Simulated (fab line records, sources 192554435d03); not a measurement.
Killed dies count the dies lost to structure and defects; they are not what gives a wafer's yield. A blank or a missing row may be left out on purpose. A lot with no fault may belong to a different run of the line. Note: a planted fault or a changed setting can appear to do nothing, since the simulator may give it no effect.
Matching of chambers -- flow n5 finfet -- 4 sister chambers for N5_BEOL_M2_ETCH_70 on rie diel-04
The step etches SOC in N2/H2, target depth 80 nm, overetch 24 nm, time 130 s. 22 wafers are shown with their chamber, then 11 later ones without.

== EACH WAFER AND ITS CHAMBER ==
wafer,chamber,drypump motor current A (A),showerhead plenum p Torr (Torr),throttle valve pct (%)
L076.1,2,4.9,2.55,17.44
L076.4,2,4.9,2.55,17.43
L076.6,3,6.6,2.61,17.56
L077.3,2,4.9,2.55,17.45
L077.5,2,4.9,2.55,17.45
L077.6,1,6.4,2.61,17.89
L079.2,0,5.7,2.48,17.54
L079.3,2,4.9,2.55,17.44
L079.4,2,4.9,2.55,17.46
L081.1,0,5.7,2.48,17.56
L081.2,1,6.3,2.61,17.93
L081.5,1,6.3,2.61,17.90
L088.3,1,6.4,2.60,17.95
L088.5,0,5.8,2.47,17.57
L088.6,3,6.6,2.60,17.59
L087.2,1,6.3,2.60,17.94
L087.3,2,4.9,2.54,17.48
L087.5,1,6.4,2.60,17.96
L091.1,2,4.9,2.54,17.50
L091.2,1,6.3,2.59,17.95
L091.4,0,5.7,2.47,17.14
L093.1,1,6.4,2.59,17.96

SIGNATURES, as means of the wafers listed above
reading,chamber 0,chamber 1,chamber 2,chamber 3,scatter within a chamber
drypump motor current A,5.725,6.350,4.900,6.600,0.0391
showerhead plenum p Torr,2.4750,2.6012,2.5475,2.6050,0.00661
throttle valve pct,17.4525,17.9350,17.4563,17.5750,0.0882
Rule: for a wafer and a chamber, the distance is found by dividing, reading by reading, the gap between the wafer's reading and the chamber's mean by the reading's scatter, squaring, summing and taking the root. If the next closest chamber is less than 2 further off than the closest, the wafer can't be placed; otherwise it belongs to the closest. How the scatter is found: for the shown wafers, subtract from each reading the mean of its chamber, square and add these, divide the total by (wafers less chambers), then take the root.

== WAFERS WITHOUT THEIR CHAMBER ==
wafer,drypump motor current A (A),showerhead plenum p Torr (Torr),throttle valve pct (%)
L093.5,4.9,2.54,17.50
L093.6,6.4,2.59,17.97
L094.2,5.8,2.47,17.16
L094.3,4.9,2.53,17.53
L094.4,4.9,2.53,17.53
L097.1,5.7,2.47,17.18
L097.2,6.4,2.59,18.00
L097.4,6.3,2.59,17.98
L096.2,5.8,2.47,17.18
L096.3,6.3,2.59,17.99
L096.4,5.8,2.47,17.18

== WHICH CHAMBER EACH ONE RAN IN ==
wafer,from the rows above,in truth
L093.5,2,2
L093.6,1,1
L094.2,0,0
L094.3,2,2
L094.4,2,2
L097.1,0,0
L097.2,1,1
L097.4,1,1
L096.2,0,0
L096.3,1,1
L096.4,0,0
Placed correctly: 11 of 11. From these rows, 0 cannot be placed. Placed wrongly: 0.
